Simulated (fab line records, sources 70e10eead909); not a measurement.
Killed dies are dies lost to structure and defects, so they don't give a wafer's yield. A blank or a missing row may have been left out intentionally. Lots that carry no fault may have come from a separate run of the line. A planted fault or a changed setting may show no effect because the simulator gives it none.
Which tool is to blame? ; flow nand harc ; 7 lots, 21 wafers sampled, at 3 steps of a route of 1302

## WHAT THE GAUGES READ, wafer by wafer
NHARC_THIN_TSV_CD_MEAS_12: the cd target is 1000 nm.
lot;measured;on;cd nm (nm)
L689;day 24 08:28;cd sem-02;995.1 995.3 1000.1
L695;day 26 16:12;cd sem-02;1002.8 1003.9 1000.0
L696;day 27 08:50;cd sem-03;998.9 1000.4 998.2
L698;day 28 07:19;cd sem-01;1001.2 1000.6 1001.7
L702;day 29 18:53;cd sem-03;1000.4 1002.7 1002.4
L706;day 30 19:37;cd sem-01;995.4 996.1 996.5
L711;day 32 19:10;cd sem-02;1000.5 999.4 1000.0

## EACH LOT AND THE TOOL THAT RAN IT (in order: tool; ch and the chambers of the sampled wafers; start)
lot;NHARC_P_M2_PRE_CLEAN_32;NHARC_A_BONDPAD_PVD_27
L689;pecvd-01 ch 0,1,2, day 7 05:06;pvd sputter-02, day 24 08:28 or earlier
L695;pecvd-01 ch 0,1, day 9 05:47;pvd sputter-01, day 26 16:12 or earlier
L696;pecvd-04 ch 1,2, day 10 03:17;pvd sputter-03, day 27 08:50 or earlier
L698;pecvd-01 ch 0,1,2, day 10 20:17;pvd sputter-01, day 28 07:19 or earlier
L702;pecvd-01 ch 0,1,2, day 12 18:08;pvd sputter-02, day 29 18:53 or earlier
L706;pecvd-03 ch 0,2, day 14 01:45;pvd sputter-01, day 30 19:37 or earlier
L711;pecvd-03 ch 0,2, day 16 02:13;pvd sputter-01, day 32 19:10 or earlier
- NHARC_P_M2_PRE_CLEAN_32: time 12 s.
- NHARC_A_BONDPAD_PVD_27: deposits Cu, target thk 30 nm, time 20.49 s.

## THE ANSWER, worked out from the rows above alone
Rule: what is usual is taken from the lots themselves. Put in order of their means at a reading, lots are off if they are a third of the lots or fewer, leave a main group of 4 or more, and stand apart from it by a gap of 3 or more times the standard deviation of the main group's means; of several such gaps the widest counts. Not used: any main group whose means are identical at the precision the tables above print for the reading. Also off: a lot with no number at a reading for which 4 or more lots have one. The other lots that the step has rows for count as sound.
Across all readings shown, no lot is off: no conclusion can be drawn from this.

## WHAT THE SIMULATOR HAD PUT IN
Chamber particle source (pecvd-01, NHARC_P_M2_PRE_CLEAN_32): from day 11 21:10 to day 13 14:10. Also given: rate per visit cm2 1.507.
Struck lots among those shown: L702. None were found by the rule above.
